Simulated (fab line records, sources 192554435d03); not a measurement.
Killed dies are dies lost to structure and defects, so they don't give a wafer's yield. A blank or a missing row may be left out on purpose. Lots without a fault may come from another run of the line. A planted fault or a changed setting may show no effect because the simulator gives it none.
One fault seen from 2 desks | flow n5_finfet | each desk has only its own numbers; what lay behind them comes last
Where a reading is given only as a bound, like >300, the bound stands for it, and a mean or a difference that rests on one is marked > or <: the true number lies beyond.

THE DEFECT DESK
What the inspections along the route counted, lot by lot: means of the sampled wafers that have a number. A lot is out of limits, marked OUT, if its mean lies more than 4 standard deviations from the usual mean; the brackets give that distance.
Columns: A = raw_defect_count at N5_DUMMY_GATE_INSPECT_27, usual 297; B = raw_defect_count at N5_SPACER0_INSPECT_04, usual 140; C = raw_defect_count at N5_SD_EPI_N_INSPECT_11, usual 2.1; D = raw_defect_count at N5_SD_EPI_N_INSPECT_26, usual 208
lot  | first seen here | A              | B              | C                      | D
L478 | day 3 04:03     | 331            | 142            | 1.7                    | 222
L487 | day 5 11:32     | 321            | 131            | 3.0                    | 202
L488 | day 5 21:07     | 261            | 145            | 1.7                    | 236
L493 | day 7 01:00     | 305            | 170            | 1.7                    | 230
L495 | day 7 14:21     | 335            | 143            | 3.0                    | 214
L496 | day 7 20:09     | 1748 (+21) OUT | 1531 (+40) OUT | >300 (+99 or more) OUT | 1607 (+32) OUT
L497 | day 7 23:53     | 1633 (+19) OUT | 1521 (+39) OUT | >300 (+99 or more) OUT | 1611 (+32) OUT
L498 | day 8 07:18     | 1701 (+20) OUT | 1516 (+39) OUT | >300 (+99 or more) OUT | 1581 (+31) OUT
L500 | day 8 21:59     | 283            | 131            | 3.0                    | 215
This desk's finding: out of limits on L496, L497, L498; first on L496, day 7 20:09 (raw_defect_count at N5_DUMMY_GATE_INSPECT_27). In limits: L478, L487, L488, L493, L495, L500.

THE METROLOGY DESK
What the gauges read, lot by lot, whatever tool the lot ran on: means of the sampled wafers that have a number. A lot is out of limits, marked OUT, if its mean lies more than 4 standard deviations from the usual mean; the brackets give that distance.
Columns: A = cd_nm at N5_DUMMY_GATE_CD_MEAS_50, usual 14.1 nm
lot  | first seen here | A
L478 | day 3 03:16     | 14.1
L487 | day 5 10:43     | 14.1
L488 | day 5 20:08     | 14.1
L493 | day 6 23:48     | 13.8
L495 | day 7 13:23     | 14.3
L496 | day 7 19:22     | 14.1
L497 | day 7 22:28     | 13.4
L498 | day 8 06:31     | 13.7
L500 | day 8 21:13     | 14.1
This desk's finding: nothing out of limits on any of the 9 lots.

PUT TOGETHER
The defect desk could have raised an alarm at day 7 20:09, on L496, L497, L498.
The metrology desk saw nothing out of limits.
The metrology desk has L496, L497, L498 on record, within its limits.
Of the lots named, all ran N5_DUMMY_GATE_PRECLEAN_25 on wet_bench-02.

WHAT THE SIMULATOR HAD PUT IN
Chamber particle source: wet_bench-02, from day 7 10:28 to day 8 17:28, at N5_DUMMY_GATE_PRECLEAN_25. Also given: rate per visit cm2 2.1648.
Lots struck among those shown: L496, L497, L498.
Hours from the fault's start to each desk's first reading out of limits: the defect desk, 10.
